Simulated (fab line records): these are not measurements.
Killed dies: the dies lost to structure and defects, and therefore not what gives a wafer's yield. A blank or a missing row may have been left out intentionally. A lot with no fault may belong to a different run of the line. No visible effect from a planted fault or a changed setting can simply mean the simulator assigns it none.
Which tool is to blame? || flow n5-finfet || at 1 step of a route of 1938, 12 lots with 36 wafers sampled

== WHAT EACH GAUGE READ, for each wafer ==
N5_BEOL_M6_CD_MEAS_28: the cd target is 40 nm.
{"lot": "L077", "measured": "day 8 20:38", "on": "cd-sem-01", "cd-nm (nm)": "39.67 39.86 39.69"}
{"lot": "L078", "measured": "day 9 12:46", "on": "cd-sem-01", "cd-nm (nm)": "39.90 39.82 39.80"}
{"lot": "L080", "measured": "day 10 04:31", "on": "cd-sem-01", "cd-nm (nm)": "40.15 40.35 39.98"}
{"lot": "L081", "measured": "day 11 06:22", "on": "cd-sem-02", "cd-nm (nm)": "40.04 40.02 40.23"}
{"lot": "L084", "measured": "day 11 09:41", "on": "cd-sem-03", "cd-nm (nm)": "39.90 39.74 39.98"}
{"lot": "L085", "measured": "day 11 11:54", "on": "cd-sem-01", "cd-nm (nm)": "39.98 39.86 39.70"}
{"lot": "L088", "measured": "day 12 08:25", "on": "cd-sem-03", "cd-nm (nm)": "40.31 40.22 40.09"}
{"lot": "L089", "measured": "day 12 10:35", "on": "cd-sem-03", "cd-nm (nm)": "40.07 39.86 40.41"}
{"lot": "L091", "measured": "day 13 13:16", "on": "cd-sem-03", "cd-nm (nm)": "39.93 40.35 40.18"}
{"lot": "L093", "measured": "day 13 16:28", "on": "cd-sem-03", "cd-nm (nm)": "39.87 39.81 39.91"}
{"lot": "L095", "measured": "day 14 04:40", "on": "cd-sem-02", "cd-nm (nm)": "40.04 40.31 40.09"}
{"lot": "L097", "measured": "day 14 14:16", "on": "cd-sem-02", "cd-nm (nm)": "40.00 39.84 40.19"}

== WHICH TOOL RAN EACH LOT (tool, then ch and the chambers of the sampled wafers, then the start) ==
No process step before these readings appears in the record.

== THE ANSWER, worked out from the rows above alone ==
Rule: what is usual is taken from the lots themselves. The widest of any qualifying gaps counts: lots, ordered by their means at a reading, are off when they make up no more than a third of the lots, leave a main group of 4 or more, and stand apart from it by 3 or more times the standard deviation of that group's means. If all means in a main group match to the digits the tables above print for the reading, that group is not used. A lot without any number at a reading at which 4 lots or more have one is off too. All remaining lots with rows at the step are treated as sound.
Across all readings shown, no lot is off: no conclusion can be drawn from this.

== WHAT THE SIMULATOR PUT IN ==
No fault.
